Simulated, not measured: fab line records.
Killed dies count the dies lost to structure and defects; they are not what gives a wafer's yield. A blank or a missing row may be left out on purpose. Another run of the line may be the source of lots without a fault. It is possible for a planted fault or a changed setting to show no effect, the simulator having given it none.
Lot-split experiment -- flow n5Finfet -- 21 wafers read across 7 lots, on a route 1938 steps long

## ON THE SPLIT
At N5_BEOL_M3_COAT_05 (resist thk 30 nm), the setting spinRpm was moved away from the recipe's 1500 rpm on 5 of the 21 wafers read, by +5.1% to +8.5%. The other wafers ran this setting at the recipe's value.

## FROM THE SPLIT TO THE READING: what the file shows between them, 3 steps
- N5_BEOL_M3_EBR_07
- N5_BEOL_M3_SOFTBAKE_06: time 60 s
- N5_BEOL_M3_DESCUM_16: chemistry O2, time 7 s

## THE READING
CAR-EUV_of_BEOL_M3_COAT_05.thkNm (the simulator's own value, which no gauge read), in nm, at N5_BEOL_M3_ETCH_74 (etches underlayer in N2/H2, target depth 6.5 nm, time 5.2 s). There is no usual value for it anywhere in the file. Average 20.3 nm, standard deviation 0.097 nm, over the 16 wafers here run with the recipe.

wafer,"tool, chamber at the split","spinRpm as run, rpm",against the recipe,"CAR-EUV_of_BEOL_M3_COAT_05.thkNm, nm",against lot-mates on the recipe
L078.3,"lithoTrack-03, 0",1500,recipe,20.4,-
L078.6,"lithoTrack-03, 0",1500,recipe,20.4,-
L078.5,"lithoTrack-03, 0",1500,recipe,20.2,-
L081.1,"lithoTrack-01, 0",1500,recipe,20.4,-
L081.2,"lithoTrack-01, 0",1500,recipe,20.2,-
L081.4,"lithoTrack-01, 0",1500,recipe,20.2,-
L084.1,"lithoTrack-05, 0",1500,recipe,20.4,-
L084.3,"lithoTrack-05, 0",1593,+6.2%,19.6,-0.8
L084.5,"lithoTrack-05, 0",1593,+6.2%,19.4,-1.0
L083.2,"lithoTrack-03, 0",1500,recipe,20.4,-
L083.5,"lithoTrack-03, 0",1500,recipe,20.4,-
L083.6,"lithoTrack-03, 0",1500,recipe,20.4,-
L082.1,"lithoTrack-03, 0",1577,+5.1%,19.4,-0.8
L082.3,"lithoTrack-03, 0",1500,recipe,20.2,-
L082.6,"lithoTrack-03, 0",1500,recipe,20.2,-
L096.2,"lithoTrack-01, 0",1500,recipe,20.4,-
L096.3,"lithoTrack-01, 0",1500,recipe,20.4,-
L096.6,"lithoTrack-01, 0",1500,recipe,20.4,-
L097.2,"lithoTrack-01, 0",1627,+8.5%,19.2,-1.0
L097.4,"lithoTrack-01, 0",1627,+8.5%,19.2,-1.0
L097.3,"lithoTrack-01, 0",1500,recipe,20.2,-

FIT RESULTS
A straight line over all 21 wafers: CAR-EUV_of_BEOL_M3_COAT_05.thkNm changes by -0.137 nm for each +1% of spinRpm; r = -0.97; the points scatter about the line by 0.11 nm.
The same after taking each lot's own level away (the mean of its wafers on the recipe; 21 wafers): -0.13 nm for each +1%; r = -0.98; scatter 0.082 nm.
Per that fit: largest spinRpm move, reading shift of 1.1 nm.
Measured against the standard deviation above, the lots' own levels, which go from 20.20 to 20.40 nm, span 2.1 times it.
The two slopes are in agreement: the lot-to-lot level therefore moves the slope only a little.
Check: -1.15 nm against its lot-mates is what the line predicts for one of the wafers moved furthest among these (+8.5%) when that wafer is left out of the fit. It came out at -1 nm against them.

## OTHER SPLITS ON THESE WAFERS
Other splits were also applied to these wafers ahead of the reading. Each is held against what the fit with the lots' levels taken away leaves over:
other split on the same wafers,wafers away from the commonest value,r with CAR-EUV_of_BEOL_M3_COAT_05.thkNm (lot level and that fit taken away)
N5_BEOL_M0_ETCH_109 biasW,6,+0.47
N5_BEOL_M1_ILD_DEP_00 timeS,5,+0.01
N5_BEOL_M1_PECVD_72 timeS,9,+0.21
N5_BEOL_M1_TRENCH_ETCH_37 timeS,7,-0.43
N5_BEOL_M2_ETCH_69 biasW,2,-0.41
N5_BEOL_M2_TRENCH_ETCH_37 biasW,7,-0.29

## THE WHOLE CHAIN: every reading that the file lists as answering this split, in the file's order
step,what it does,reading,change (the file's fit),r (the file's)
N5_BEOL_M3_COAT_05,resist thk 30 nm,"CAR-EUV_of_BEOL_M3_COAT_05.thkNm (the simulator's own value, which no gauge read)",-0.137 nm for each +1% of the setting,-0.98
N5_BEOL_M3_ETCH_74,"etches underlayer in N2/H2, target depth 6.5 nm, time 5.2 s","CAR-EUV_of_BEOL_M3_COAT_05.thkNm (the simulator's own value, which no gauge read)",-0.133 nm for each +1% of the setting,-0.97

## THE FILE'S OWN FIT
CAR-EUV_of_BEOL_M3_COAT_05.thkNm changes by -0.133 nm for each +1% of spinRpm, r = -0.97.
